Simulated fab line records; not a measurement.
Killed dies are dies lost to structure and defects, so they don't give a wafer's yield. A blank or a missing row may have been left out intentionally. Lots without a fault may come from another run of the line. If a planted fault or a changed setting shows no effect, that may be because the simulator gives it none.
Matching of chambers	flow n5_finfet	N5_BEOL_M1_ETCH_74 on rie_diel-01: 4 sister chambers
The step etches underlayer in N2/H2, target depth 6.5 nm, time 5.2 s. 16 wafers are shown with their chamber, then 8 later ones without.

== WAFERS, EACH WITH ITS CHAMBER ==
wafer	chamber	drypump_motor_current_A (A)	throttle_valve_pct (%)	showerhead_plenum_p_Torr (Torr)
L075.2	0	5.66	17.27	2.57
L075.3	1	6.21	18.30	2.65
L075.5	0	5.66	17.29	2.57
L079.4	0	5.68	17.27	2.56
L079.5	1	6.21	18.30	2.64
L079.6	2	5.63	17.73	2.48
L081.2	0	5.66	17.30	2.56
L081.4	1	6.22	18.34	2.64
L081.5	1	6.21	18.33	2.64
L086.2	3	5.56	17.67	2.51
L086.5	1	6.20	18.35	2.64
L086.6	3	5.55	17.69	2.51
L093.2	0	5.65	17.33	2.55
L093.3	3	5.54	17.68	2.51
L093.4	2	5.64	17.77	2.48
L094.2	1	6.27	18.36	2.63

SIGNATURES (means of the wafers above)
reading	chamber 0	chamber 1	chamber 2	chamber 3	scatter within a chamber
drypump_motor_current_A	5.6620	6.2200	5.6350	5.5500	0.0181
throttle_valve_pct	17.2920	18.3300	17.7500	17.6800	0.0236
showerhead_plenum_p_Torr	2.5620	2.6400	2.4800	2.5100	0.00632
Rule: for each reading, subtract the chamber's mean from the wafer's reading, divide by that reading's scatter and square the result; add these up over the readings and take the root, which gives the wafer's distance from the chamber. If the next closest chamber is less than 2 further off than the closest, the wafer can't be placed; otherwise it belongs to the closest. The scatter is the square root of a quotient: the sum, over the shown wafers, of each reading's squared deviation from its chamber's mean, divided by wafers minus chambers.

== WAFERS MISSING THEIR CHAMBER ==
wafer	drypump_motor_current_A (A)	throttle_valve_pct (%)	showerhead_plenum_p_Torr (Torr)
L094.3	5.62	17.78	2.48
L094.4	5.70	17.33	2.55
L095.1	5.63	17.75	2.48
L095.4	5.68	17.35	2.55
L095.5	6.19	18.39	2.63
L096.1	5.63	17.73	2.48
L096.2	6.22	18.38	2.63
L096.4	5.56	17.70	2.50

== WHICH CHAMBER EACH ONE RAN IN ==
wafer	from the rows above	in truth
L094.3	2	2
L094.4	0	0
L095.1	2	2
L095.4	0	0
L095.5	1	1
L096.1	2	2
L096.2	1	1
L096.4	3	3
Placed correctly: 8 of 8. Left unplaced by these rows: 0. Wrongly placed: 0.
